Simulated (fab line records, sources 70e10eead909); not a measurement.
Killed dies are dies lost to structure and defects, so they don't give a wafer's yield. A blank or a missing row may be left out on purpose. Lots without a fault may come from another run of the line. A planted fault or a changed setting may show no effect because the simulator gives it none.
fab line records | flow nand_harc
record lots=24 wafers=72 last_day=33
route steps=1302 shown P_GATE@204 P_CONTACT@246 P_M0@264
lots that met no fault: from a run of the same line without faults
start_h: hours from the record's first day to the start of the lot's first wafer shown | wait_h: hours since the lot's step before | " the same as in the row above | L1.1+2: a row that stands for several wafers | - no value, or no start given | * or withheld: withheld | < > ~ a bound
route shown NAME@n: a module of which the file shows steps, and the number in the route of the first | usual: mean/standard deviation of fault-free wafers | same: alike in all rows | chamber/n: place in a boat | sites: the reading at each site | _std_site: their standard deviation | _edge_site: outer sites' mean less inner sites' | radius_mm: how far each site lies from the wafer's centre | mask NAME#n: copy n | behind: the tool/chamber that last shaped the wafer | hold: why the lot was held/for how many hours/how that ended | device: the transistor (n, p or np) that didn't switch | end of line: the same wafers' tests at the end of the route | a step without rows: its recipe alone | killed: dies lost to structure and defects at the first sort, not the wafer's yield | map: a wafer's dies, x killed, . not, _ none there
set.NAME: the setting as run; set.NAME@STEP: as run at that earlier step | model.NAME: the simulator's own value behind a step, which no gauge read
steps of the route over a sample of lots; a table a step, a row a wafer
services: from which hour (start_h, from the record's first day; less than 0 if before it) a tool's chamber was out of use, for how many hours, and why
## steps
# step NHARC_P_GATE_STRIP_113
# recipe power_w=1500 temp_c=110 time_s=740 chemistry=N2/H2
# usual drypump_motor_current_A=5.4/0.38 heater_power_w=84/5.1
# columns lot.wafer tool chamber start_h wait_h drypump_motor_current_A heater_power_w rf_hours_counter_h
L075.2 plasma_asher-02 0 117.64 0.3 4.8 86 8
L075.4 " 0 " " 4.9 87 -
L075.5 " 0 " " 4.8 86 -
L074.3 plasma_asher-01 1 118.51 0.4 5.3 85 -
L074.4 " 0 " " 5.4 78 -
L074.6 " 0 " " 5.4 77 -
L076.1 plasma_asher-02 1 137.63 0.2 6.0 86 11
L076.4 " 1 " " 6.0 86 -
L076.5 " 1 " " 6.0 86 -
L077.3 plasma_asher-01 0 152.48 0.5 5.3 80 -
L077.6 " 1 " " 5.3 83 -
L077.5 " 0 " " 5.3 77 -
L078.1 plasma_asher-01 0 152.91 0.6 5.3 77 34
L078.3 " 0 " " 5.3 77 -
L078.4 " 1 " " 5.3 84 -
L079.1 plasma_asher-01 1 158.91 0.3 5.3 84 37
L079.5 " 0 " " 5.3 76 -
L079.6 " 1 " " 5.3 84 -
L080.2 plasma_asher-01 0 179.21 0.2 5.3 78 1
L080.3 " 0 " " 5.3 78 -
L080.6 " 0 " " 5.3 79 -
L081.1 plasma_asher-01 1 183.34 0.3 5.3 91 3
L081.4 " 0 " " 5.3 78 -
L081.6 " 1 " " 5.3 88 -
L082.1 plasma_asher-02 1 191.78 0.3 6.0 83 21
L082.4 " 0 " " 4.8 88 -
L082.3 " 1 " " 6.0 85 -
L083.2 plasma_asher-01 1 200.80 0.3 5.3 90 5
L083.6 " 0 " " 5.3 77 -
L083.5 " 1 " " 5.3 90 -
L084.1 plasma_asher-02 0 218.33 0.2 4.8 89 27
L084.4 " 1 " " 6.0 84 -
L084.6 " 0 " " 4.8 86 -
L085.1 plasma_asher-02 1 220.33 0.3 6.0 85 27
L085.4 " 0 " " 4.9 89 -
L085.3 " 1 " " 6.0 85 -
L086.2 plasma_asher-02 0 237.27 0.3 4.8 86 31
L086.5 " 1 " " 6.1 84 -
L086.6 " 0 " " 4.8 88 -
L087.2 plasma_asher-01 0 248.78 0.2 5.3 78 15
L087.3 " 1 " " 5.3 90 -
L087.6 " 0 " " 5.3 76 -
L089.3 plasma_asher-01 0 262.31 0.4 5.3 76 -
L089.4 " 1 " " 5.3 90 -
L089.6 " 1 " " 5.3 91 -
L088.1 plasma_asher-02 1 262.96 0.2 6.0 91 1
L088.2 " 0 " " 4.9 85 1
L088.4 " 1 " " 6.0 93 -
L090.1 plasma_asher-01 0 273.86 0.2 5.3 78 21
L090.3 " 1 " " 5.3 90 -
L090.5 " 1 " " 5.3 90 -
L091.3 plasma_asher-02 0 278.85 0.4 4.8 84 -
L091.4 " 1 " " 6.0 92 -
L091.6 " 1 " " 6.0 92 -
L092.1 plasma_asher-01 1 293.09 0.2 5.3 89 24
L092.4 " 1 " " 5.3 87 -
L092.5 " 1 " " 5.3 90 -
L093.4 plasma_asher-01 1 308.49 0.5 5.3 91 -
L093.6 " 0 " " 5.3 78 -
L093.5 " 1 " " 5.3 89 -
L094.2 plasma_asher-01 1 313.35 0.3 5.3 90 29
L094.3 " 0 " " 5.3 75 -
L094.4 " 1 " " 5.3 91 -
L095.1 plasma_asher-02 0 319.07 0.2 4.8 81 12
L095.4 " 0 " " 4.8 84 -
L095.6 " 1 " " 6.1 91 -
L096.4 plasma_asher-01 1 340.30 0.3 5.3 87 -
L096.6 " 1 " " 5.3 91 -
L096.5 " 0 " " 5.3 78 -
L097.2 plasma_asher-02 0 340.64 0.2 4.8 84 17
L097.4 " 0 " " 4.8 82 -
L097.6 " 1 " " 6.0 89 -
# step NHARC_P_GATE_RTA_64
# recipe temp_c=1050 time_s=1
# usual lamp_power_pct=32/3.8 lamp_zone_6_pct=32/3.7 lamp_zone_7_pct=33/3.8 wafer_temp_C_max=1055.4/1
# columns lot.wafer tool chamber start_h wait_h lamp_power_pct lamp_zone_6_pct lamp_zone_7_pct wafer_temp_C_max
L075.2 rtp_anneal-01 0 118.83 - 36 36 36 1056.4
L075.4 " 0 " " 36 36 36 1055.8
L075.5 " 0 " " 36 36 36 1056.9
L074.3 rtp_anneal-02 0 119.62 - 28 28 29 1055.6
L074.4 " 0 " " 28 28 29 1055.4
L074.6 " 0 " " 28 28 29 1056.3
L076.1 rtp_anneal-02 0 138.90 - 28 28 29 1054.4
L076.4 " 0 " " 28 28 29 1054.6
L076.5 " 0 " " 28 28 29 1053.5
L077.3 rtp_anneal-02 0 153.47 - 28 28 29 1056.0
L077.5 " 0 " " 28 28 29 1055.3
L077.6 " 0 " " 28 28 29 1056.0
L078.1 rtp_anneal-01 0 154.19 - 36 36 36 1053.7
L078.3 " 0 " " 36 36 36 1054.1
L078.4 " 0 " " 36 36 36 1057.7
L079.1 rtp_anneal-01 0 160.07 - 36 36 36 1055.4
L079.5 " 0 " " 36 36 36 1054.4
L079.6 " 0 " " 36 36 36 1053.3
L080.2 rtp_anneal-01 0 180.50 - 36 36 36 1056.9
L080.3 " 0 " " 36 36 36 1055.3
L080.6 " 0 " " 36 36 36 1055.3
L081.1 rtp_anneal-02 0 184.52 - 28 28 29 1056.6
L081.4 " 0 " " 28 28 29 1055.8
L081.6 " 0 " " 28 28 29 1056.3
L082.1 rtp_anneal-01 0 192.94 - 36 36 36 1054.8
L082.3 " 0 " " 36 36 36 1054.7
L082.4 " 0 " " 36 36 36 1055.8
L083.2 rtp_anneal-01 0 201.98 - 36 36 36 1055.7
L083.5 " 0 " " 36 36 36 1055.0
L083.6 " 0 " " 36 36 36 1054.7
L084.1 rtp_anneal-02 0 219.62 - 28 28 29 1054.2
L084.4 " 0 " " 28 28 29 1054.5
L084.6 " 0 " " 28 28 29 1055.5
L085.1 rtp_anneal-01 0 221.49 - 36 36 36 1054.4
L085.3 " 0 " " 36 36 36 1055.8
L085.4 " 0 " " 36 36 36 1053.5
L086.2 rtp_anneal-02 0 238.47 - 28 28 29 1056.2
L086.5 " 0 " " 28 28 29 1055.6
L086.6 " 0 " " 28 28 29 1055.7
L087.2 rtp_anneal-01 0 250.09 - 36 36 36 1055.8
L087.3 " 0 " " 36 36 36 1056.6
L087.6 " 0 " " 36 36 36 1057.2
L089.3 rtp_anneal-01 0 263.41 - 36 36 36 1053.7
L089.4 " 0 " " 36 36 36 1055.3
L089.6 " 0 " " 36 36 36 1055.1
L088.1 rtp_anneal-01 0 264.25 - 36 36 36 1056.0
L088.2 " 0 " " 36 36 36 1055.8
L088.4 " 0 " " 36 36 36 1055.0
L090.1 rtp_anneal-02 0 275.14 - 28 28 29 1055.0
L090.3 " 0 " " 28 28 29 1056.1
L090.5 " 0 " " 28 28 29 1057.1
L091.3 rtp_anneal-02 0 279.96 - 28 28 29 1056.3
L091.4 " 0 " " 28 28 29 1055.7
L091.6 " 0 " " 28 28 29 1056.7
L092.1 rtp_anneal-02 0 294.37 - 28 28 29 1056.5
L092.4 " 0 " " 28 28 29 1054.6
L092.5 " 0 " " 28 28 29 1055.3
L093.4 rtp_anneal-01 0 309.50 - 36 36 36 1055.9
L093.5 " 0 " " 36 36 36 1054.5
L093.6 " 0 " " 36 36 36 1055.2
L094.2 rtp_anneal-02 0 314.55 - 28 28 29 1056.2
L094.3 " 0 " " 28 28 29 1056.4
L094.4 " 0 " " 28 28 29 1054.1
L095.1 rtp_anneal-01 0 320.35 - 36 36 36 1055.6
L095.4 " 0 " " 36 36 36 1054.1
L095.6 " 0 " " 36 36 36 1054.9
L096.4 rtp_anneal-01 0 341.43 - 36 36 36 1054.9
L096.5 " 0 " " 36 36 36 1055.5
L096.6 " 0 " " 36 36 36 1057.0
L097.2 rtp_anneal-02 0 341.96 - 28 28 29 1054.1
L097.4 " 0 " " 28 28 29 1055.9
L097.6 " 0 " " 28 28 29 1056.3
# step NHARC_P_CONTACT_PVD_32
# recipe target_thk_a=50 chamber_pressure_pa=5 power_w=5000 substrate_temp_c=200 time_s=17.7 material=Ti
# usual substrate_temp_c=200.02/0.16 throttle_valve_pct=30.2/0.65
# columns lot.wafer tool chamber start_h wait_h substrate_temp_c throttle_valve_pct
L075.2 pvd_sputter-01 - - - 200.19 29.3
L075.4 " - " " 199.98 30.4
L075.5 " - " " 200.29 30.3
L074.3 pvd_sputter-03 - - - 199.99 31.3
L074.4 " - " " 199.63 30.1
L074.6 " - " " 200.14 31.1
L076.1 pvd_sputter-01 - - - 199.75 30.3
L076.4 " - " " 200.09 30.7
L076.5 " - " " 200.08 29.9
L077.3 pvd_sputter-02 - - - 200.33 29.7
L077.6 " - " " 200.08 29.4
L077.5 " - " " 199.80 28.6
L078.3 pvd_sputter-02 - - - 199.89 29.3
L078.4 " - " " 200.15 29.3
L078.1 " - " " 199.95 29.4
L079.1 pvd_sputter-01 - - - 200.13 30.6
L079.6 " - " " 199.81 30.5
L079.5 " - " " 200.16 30.5
L080.2 pvd_sputter-01 - - - 199.97 29.4
L080.3 " - " " 199.91 30.4
L080.6 " - " " 200.04 29.8
L081.1 pvd_sputter-03 - - - 200.02 30.8
L081.4 " - " " 200.15 30.5
L081.6 " - " " 199.91 30.5
L082.4 pvd_sputter-03 - - - 200.11 30.3
L082.1 " - " " 200.06 30.2
L082.3 " - " " 199.87 30.7
L083.2 pvd_sputter-03 - - - 199.87 30.5
L083.5 " - " " 200.02 30.9
L083.6 " - " " 200.11 30.6
L084.4 pvd_sputter-01 - - - 200.11 30.6
L084.1 " - " " 200.30 29.5
L084.6 " - " " 200.12 30.6
L085.4 pvd_sputter-01 - - - 199.80 30.2
L085.1 " - " " 199.99 30.4
L085.3 " - " " 200.39 30.6
L086.2 pvd_sputter-01 - - - 200.01 29.9
L086.5 " - " " 200.07 31.2
L086.6 " - " " 200.16 30.0
L087.2 pvd_sputter-03 - - - 200.04 30.3
L087.3 " - " " 199.77 30.6
L087.6 " - " " 200.11 30.8
L089.4 pvd_sputter-02 - - - 199.86 29.1
L089.3 " - " " 199.88 29.8
L089.6 " - " " 200.21 29.3
L088.1 pvd_sputter-01 - - - 200.10 30.3
L088.2 " - " " 200.19 31.4
L088.4 " - " " 199.75 31.0
L090.1 pvd_sputter-03 - - - 199.99 31.0
L090.3 " - " " 200.10 30.2
L090.5 " - " " 199.98 30.1
L091.3 pvd_sputter-03 - - - 200.23 30.4
L091.4 " - " " 199.77 30.8
L091.6 " - " " 199.86 30.4
L092.1 pvd_sputter-03 - - - 199.77 30.6
L092.4 " - " " 200.25 30.3
L092.5 " - " " 200.20 30.2
L093.4 pvd_sputter-01 - 314.16 - 200.22 29.5
L093.5 " - " " 200.07 31.5
L093.6 " - " " 199.98 30.9
L094.2 pvd_sputter-03 - - - 199.83 30.5
L094.3 " - " " 200.20 30.1
L094.4 " - " " 200.14 30.4
L095.1 pvd_sputter-03 - - - 199.81 29.9
L095.4 " - " " 199.93 30.3
L095.6 " - " " 200.08 30.1
L096.4 pvd_sputter-02 - - - 200.01 29.8
L096.5 " - " " 199.95 30.4
L096.6 " - " " 200.18 29.7
L097.2 pvd_sputter-03 - - - 200.32 30.1
L097.4 " - " " 200.19 30.4
L097.6 " - " " 200.12 30.5
# step NHARC_P_M0_OVL_MEAS_10
# recipe pitch_nm=180
# usual overlay_x_nm=-0.2/0.83 overlay_y_nm=-0.1/0.85
# columns lot.wafer tool chamber start_h wait_h overlay_x_nm overlay_y_nm
L075.2 overlay-01 - 125.80 - -0.1 1.1
L075.4 " - " " -0.3 0.0
L075.5 " - " " 0.3 0.3
L074.3 overlay-01 - 126.60 - 0.3 -0.1
L074.4 " - " " 0.4 0.0
L074.6 " - " " 0.2 0.0
L076.1 overlay-01 - 146.31 - 0.3 -1.6
L076.4 " - " " 0.6 -1.2
L076.5 " - " " -0.1 -1.4
L077.3 overlay-02 - 160.44 - -0.3 -1.7
L077.5 " - " " -0.7 -2.2
L077.6 " - " " -0.8 -2.4
L078.1 overlay-02 - 161.74 - 0.5 -0.2
L078.3 " - " " 0.5 0.3
L078.4 " - " " 0.5 0.0
L079.1 overlay-01 - 167.12 - -2.2 0.2
L079.5 " - " " -1.6 0.8
L079.6 " - " " -2.0 0.9
L080.2 overlay-02 - 187.52 - 0.9 -0.3
L080.3 " - " " 1.4 -0.6
L080.6 " - " " 1.4 -0.2
L081.1 overlay-01 - 191.51 - 0.0 -1.2
L081.4 " - " " 0.7 0.0
L081.6 " - " " -0.2 -0.5
L082.1 overlay-01 - 200.19 - 0.2 1.1
L082.3 " - " " 0.0 0.7
L082.4 " - " " 0.4 1.1
L083.2 overlay-01 - 209.08 - 0.4 -1.0
L083.5 " - " " 0.2 -1.5
L083.6 " - " " 0.0 -1.5
L084.1 overlay-01 - 227.33 - -1.1 -0.1
L084.4 " - " " -0.3 0.0
L084.6 " - " " -1.0 0.0
L085.1 overlay-01 - 228.52 - -1.0 -0.9
L085.3 " - " " -1.0 -0.8
L085.4 " - " " -1.5 -1.0
L086.2 overlay-02 - 245.56 - -0.7 0.9
L086.5 " - " " -0.8 0.8
L086.6 " - " " -0.6 0.9
L087.2 overlay-01 - 257.72 - 1.0 -0.2
L087.3 " - " " 0.8 -0.1
L087.6 " - " " 0.2 -0.1
L089.3 overlay-01 - 270.61 - -0.1 0.7
L089.4 " - " " 0.3 0.2
L089.6 " - " " -0.6 0.3
L088.1 overlay-02 - 271.29 - -1.6 -1.4
L088.2 " - " " -1.5 -1.7
L088.4 " - " " -2.0 -1.2
L090.1 overlay-02 - 282.13 - 0.0 0.9
L090.3 " - " " -0.3 0.6
L090.5 " - " " 0.3 0.3
L091.3 overlay-01 - 286.90 - -1.3 0.0
L091.4 " - " " -1.3 0.2
L091.6 " - " " -1.1 1.3
L092.1 overlay-01 - 301.60 - 1.1 0.3
L092.4 " - " " 0.7 0.3
L092.5 " - " " 0.4 0.1
L093.4 overlay-02 - 316.49 - 0.1 -1.0
L093.5 " - " " -0.4 -0.6
L093.6 " - " " -0.5 -0.7
L094.2 overlay-02 - 321.46 - -0.2 -0.2
L094.3 " - " " 0.2 1.1
L094.4 " - " " 0.6 -0.2
L095.1 overlay-01 - 327.55 - -0.7 0.8
L095.4 " - " " -0.6 1.0
L095.6 " - " " -0.5 1.0
L096.4 overlay-01 - 348.48 - -0.2 -0.1
L096.5 " - " " -0.1 -0.5
L096.6 " - " " -0.4 0.0
L097.2 overlay-02 - 349.20 - -0.8 0.6
L097.4 " - " " -0.7 0.4
L097.6 " - " " -0.1 0.6
# step NHARC_P_M0_DESCUM_14
# recipe time_s=3 o2_flow_sccm=200 ar_flow_sccm=0 bias_power_w=0 chemistry=O2
# usual drypump_motor_current_A=5.64/0.27 oes_product_au=0.997/0.011 rf_vpp_V=57.7/0.9 showerhead_plenum_p_Torr=1.88/0.086 throttle_valve_pct=11.313/0.0099
# columns lot.wafer tool chamber start_h wait_h drypump_motor_current_A oes_product_au rf_hours_counter_h rf_vpp_V showerhead_plenum_p_Torr throttle_valve_pct
L075.2 rie_diel-11 1 125.90 0.1 5.53 1.010 13 57.9 2.05 11.314
L075.4 " 2 " " 6.11 0.992 9 58.0 1.91 11.322
L075.5 " 2 " " 6.10 0.991 - 56.7 1.91 11.312
L074.3 rie_diel-03 2 126.71 0.1 5.83 1.012 3 58.3 1.99 11.318
L074.4 " 3 " " 5.90 0.981 3 56.8 1.83 11.308
L074.6 " 1 " " 5.06 1.003 - 58.4 1.85 11.318
L076.4 rie_diel-07 2 146.41 0.1 5.65 1.005 3 57.0 1.85 11.305
L076.1 " 3 " " 5.41 0.996 3 58.5 1.84 11.307
L076.5 " 2 " " 5.65 1.007 - 58.3 1.85 11.325
L077.3 rie_diel-03 3 160.56 0.1 5.91 0.971 12 57.0 1.83 11.298
L077.5 " 1 " " 5.11 0.997 - 56.4 1.85 11.323
L077.6 " 2 " " 5.84 1.011 - 57.1 1.98 11.338
L078.3 rie_diel-07 0 161.84 0.1 5.85 1.009 6 57.9 1.80 11.308
L078.1 " 1 " " 5.53 0.995 6 58.9 2.03 11.312
L078.4 " 2 " " 5.68 1.012 6 57.5 1.85 11.321
L079.1 rie_diel-11 2 167.24 0.1 6.13 0.977 23 59.0 1.91 11.317
L079.6 " 3 " " 5.15 0.996 - 59.0 1.85 11.337
L079.5 " 0 " " 6.15 0.994 - 57.9 1.79 11.304
L080.2 rie_diel-07 0 187.62 0.1 5.86 0.988 12 56.2 1.80 11.315
L080.3 " 1 " " 5.53 0.994 11 57.1 2.03 11.305
L080.6 " 1 " " 5.51 0.989 - 58.6 2.03 11.318
L081.1 rie_diel-07 3 191.61 0.1 5.44 0.980 13 57.7 1.83 11.316
L081.4 " 0 " " 5.87 0.985 13 55.8 1.80 11.317
L081.6 " 2 " " 5.63 1.008 - 57.5 1.85 11.318
L082.4 rie_diel-07 2 200.29 0.1 5.67 1.017 8 57.3 1.85 11.332
L082.1 " 3 " " 5.44 0.989 13 57.0 1.83 11.313
L082.3 " 0 " " 5.88 1.003 13 57.3 1.80 11.312
L083.2 rie_diel-07 2 209.19 0.1 5.68 1.020 9 55.8 1.85 11.305
L083.5 " 1 " " 5.54 0.990 - 58.9 2.03 11.320
L083.6 " 3 " " 5.43 0.989 - 58.2 1.83 11.306
L084.1 rie_diel-07 0 227.44 0.1 5.82 1.000 15 57.2 1.80 11.320
L084.4 " 1 " " 5.52 0.989 15 55.8 2.03 11.318
L084.6 " 2 " " 5.65 1.002 - 57.3 1.84 11.307
L085.3 rie_diel-03 1 228.62 0.1 5.06 1.007 34 58.9 1.84 11.299
L085.1 " 2 " " 5.84 1.026 32 57.7 1.98 11.318
L085.4 " 3 " " 5.89 0.973 33 58.5 1.82 11.301
L086.2 rie_diel-07 1 245.66 0.1 5.54 0.992 18 58.0 2.02 11.310
L086.5 " 1 " " 5.53 0.995 - 58.8 2.02 11.301
L086.6 " 2 " " 5.67 1.015 - 56.7 1.84 11.297
L087.3 rie_diel-07 2 257.82 0.1 5.67 0.999 16 56.6 1.84 11.327
L087.2 " 1 " " 5.53 0.990 20 57.4 2.02 11.297
L087.6 " 2 " " 5.68 1.007 - 57.6 1.84 11.306
L089.4 rie_diel-07 1 270.72 0.1 5.54 0.998 22 58.4 2.02 11.329
L089.3 " 3 " " 5.43 0.996 24 56.9 1.83 11.313
L089.6 " 1 " " 5.53 0.996 - 59.5 2.02 11.308
L088.2 rie_diel-07 1 271.40 0.1 5.54 1.002 22 56.5 2.02 11.326
L088.1 " 2 " " 5.67 1.016 19 56.4 1.84 11.318
L088.4 " 0 " " 5.82 1.003 23 56.9 1.79 11.303
L090.1 rie_diel-07 0 282.25 0.1 5.84 0.997 24 55.0 1.79 11.307
L090.3 " 1 " " 5.52 0.995 24 58.3 2.02 11.309
L090.5 " 3 " " 5.43 0.994 - 57.3 1.83 11.305
L091.3 rie_diel-07 0 287.10 0.2 5.86 1.003 25 58.6 1.79 11.323
L091.4 " 3 " " 5.44 0.987 26 58.0 1.83 11.315
L091.6 " 0 " " 5.85 0.996 - 56.3 1.79 11.327
L092.4 rie_diel-11 1 301.71 0.1 5.50 0.998 15 59.0 2.03 11.302
L092.1 " 2 " " 6.10 0.985 15 59.5 1.89 11.310
L092.5 " 0 " " 6.15 0.986 - 56.2 1.77 11.338
L093.4 rie_diel-07 2 316.61 0.1 5.67 1.005 2 57.3 1.84 11.323
L093.5 " 3 " " 5.42 1.013 - 57.6 1.83 11.306
L093.6 " 0 " " 5.86 0.994 - 58.3 1.79 11.292
L094.3 rie_diel-07 0 321.55 0.1 5.81 0.998 2 59.2 1.79 11.315
L094.2 " 2 " " 5.68 1.014 2 57.4 1.84 11.295
L094.4 " 3 " " 5.43 1.000 2 57.3 1.83 11.300
L095.1 rie_diel-03 3 327.67 0.1 5.91 0.992 12 57.9 1.81 11.307
L095.4 " 1 " " 5.07 0.996 17 56.3 1.83 11.314
L095.6 " 3 " " 5.89 0.979 - 57.7 1.81 11.326
L096.4 rie_diel-11 0 348.58 0.1 6.15 0.985 28 57.4 1.77 11.304
L096.5 " 0 " " 6.15 0.983 - 57.2 1.77 11.326
L096.6 " 1 " " 5.54 0.992 - 58.9 2.03 11.328
L097.2 rie_diel-07 0 349.32 0.1 5.85 0.994 5 58.1 1.79 11.312
L097.4 " 1 " " 5.53 1.003 5 57.5 2.02 11.303
L097.6 " 3 " " 5.41 1.005 - 56.9 1.83 11.328
# step NHARC_P_M0_ETCH_15
# recipe target_depth_a=1500 overetch_a=150 time_s=82.5 c4f8_flow_sccm=withheld ar_flow_sccm=400 rf_w=600 bias_w=300 chemistry=C4F8/Ar
# usual oes_product_au=0.957/0.018 rf_vpp_V=439.4/2.7
# columns lot.wafer tool chamber start_h wait_h oes_product_au rf_hours_counter_h rf_vpp_V
L075.2 rie_diel-11 0 - - 0.969 12 437.1
L075.4 " 2 " " 0.937 9 441.8
L075.5 " 0 " " 0.969 - 437.0
L074.4 rie_diel-03 2 - - 0.990 3 443.8
L074.3 " 1 " " 0.949 4 439.3
L074.6 " 2 " " 0.987 - 442.3
L076.4 rie_diel-07 3 - - 0.957 3 438.9
L076.1 " 0 " " 0.963 3 437.6
L076.5 " 2 " " 0.962 - 438.7
L077.3 rie_diel-03 0 - - 0.976 12 438.6
L077.6 " 0 " " 0.976 - 438.5
L077.5 " 1 " " 0.959 - 438.4
L078.1 rie_diel-07 0 - - 0.959 6 436.7
L078.3 " 1 " " 0.980 6 444.8
L078.4 " 2 " " 0.994 6 439.4
L079.1 rie_diel-11 0 - - 0.965 26 436.2
L079.5 " 3 " " 0.963 - 440.0
L079.6 " 0 " " 0.952 - 437.6
L080.3 rie_diel-07 3 - - 0.966 12 438.4
L080.2 " 0 " " 0.954 12 435.6
L080.6 " 2 " " 0.970 - 439.8
L081.1 rie_diel-07 1 - - 0.955 13 444.6
L081.4 " 3 " " 0.924 13 438.0
L081.6 " 1 " " 0.955 - 443.3
L082.4 rie_diel-07 2 - - 0.937 8 438.5
L082.3 " 0 " " 0.931 13 435.4
L082.1 " 1 " " 0.921 13 443.7
L083.2 rie_diel-07 2 - - 0.968 9 437.0
L083.6 " 2 " " 0.979 - 439.6
L083.5 " 1 " " 0.931 - 445.3
L084.4 rie_diel-07 2 - - 0.972 11 438.2
L084.1 " 3 " " 0.959 16 438.3
L084.6 " 1 " " 0.960 - 444.6
L085.4 rie_diel-03 2 - - 0.923 32 442.1
L085.3 " 3 " " 0.891 33 438.0
L085.1 " 1 " " 0.922 34 437.9
L086.2 rie_diel-07 1 - - 0.930 18 444.0
L086.5 " 2 " " 0.940 - 440.6
L086.6 " 3 " " 0.947 - 438.3
L087.2 rie_diel-07 3 - - 0.949 22 439.8
L087.3 " 0 " " 0.967 21 437.2
L087.6 " 2 " " 0.962 - 437.7
L089.4 rie_diel-07 3 - - 0.943 24 438.9
L089.3 " 1 " " 0.947 22 443.4
L089.6 " 3 " " 0.947 - 437.4
L088.1 rie_diel-07 2 - - 0.966 19 438.4
L088.4 " 3 " " 0.962 24 437.7
L088.2 " 1 " " 0.951 22 444.8
L090.3 rie_diel-07 0 - - 0.971 24 437.9
L090.1 " 1 " " 0.957 24 444.2
L090.5 " 0 " " 0.965 - 436.9
L091.4 rie_diel-07 1 - - 0.964 25 443.5
L091.3 " 2 " " 0.993 21 437.5
L091.6 " 1 " " 0.951 - 444.4
L092.1 rie_diel-11 3 - - 0.947 14 438.7
L092.4 " 2 " " 0.963 15 440.1
L092.5 " 3 " " 0.947 - 439.6
L093.4 rie_diel-07 2 - - 0.978 2 437.2
L093.5 " 3 " " 0.964 - 437.0
L093.6 " 0 " " 0.963 - 436.7
L094.4 rie_diel-07 2 - - 0.973 2 439.3
L094.2 " 0 " " 0.957 2 436.8
L094.3 " 1 " " 0.962 2 442.2
L095.1 rie_diel-03 0 - - 0.962 17 439.4
L095.4 " 1 " " 0.955 18 438.6
L095.6 " 3 " " 0.918 - 437.0
L096.4 rie_diel-11 3 - - 0.949 31 438.2
L096.5 " 0 " " 0.925 - 435.4
L096.6 " 1 " " 0.953 - 444.9
L097.2 rie_diel-07 2 - - 0.974 6 439.2
L097.4 " 0 " " 0.961 5 436.7
L097.6 " 2 " " 0.970 - 437.7
## services
# columns tool chamber start_h hours kind
rie_diel-03 - 104.38 9.0 pm
rie_diel-07 - 117.20 9.0 pm
rie_diel-03 0 119.51 4.2 repair
plasma_asher-01 - 131.38 0.9 repair
plasma_asher-01 - 138.19 3.7 repair
rie_diel-11 - 143.45 1.7 repair
plasma_asher-02 - 150.38 2.6 repair
plasma_asher-02 - 153.00 3.4 repair
rie_diel-07 2 163.60 20.6 repair
rie_diel-11 - 164.37 0.3 repair
plasma_asher-01 - 165.00 9.0 pm
rie_diel-03 2 166.22 3.8 repair
pvd_sputter-03 - 170.00 10.0 pm
rie_diel-07 - 174.84 1.2 repair
rie_diel-03 - 176.25 0.3 repair
rie_diel-07 - 205.51 1.2 repair
pvd_sputter-01 - 226.47 10.0 pm
plasma_asher-02 - 249.00 9.0 pm
plasma_asher-01 - 275.60 1.7 repair
rie_diel-07 - 294.27 9.0 pm
rie_diel-07 0 308.65 4.3 repair
rie_diel-07 - 336.90 0.4 repair
plasma_asher-01 - 342.00 9.0 pm
pvd_sputter-03 - 348.00 10.0 pm
## key
fault none
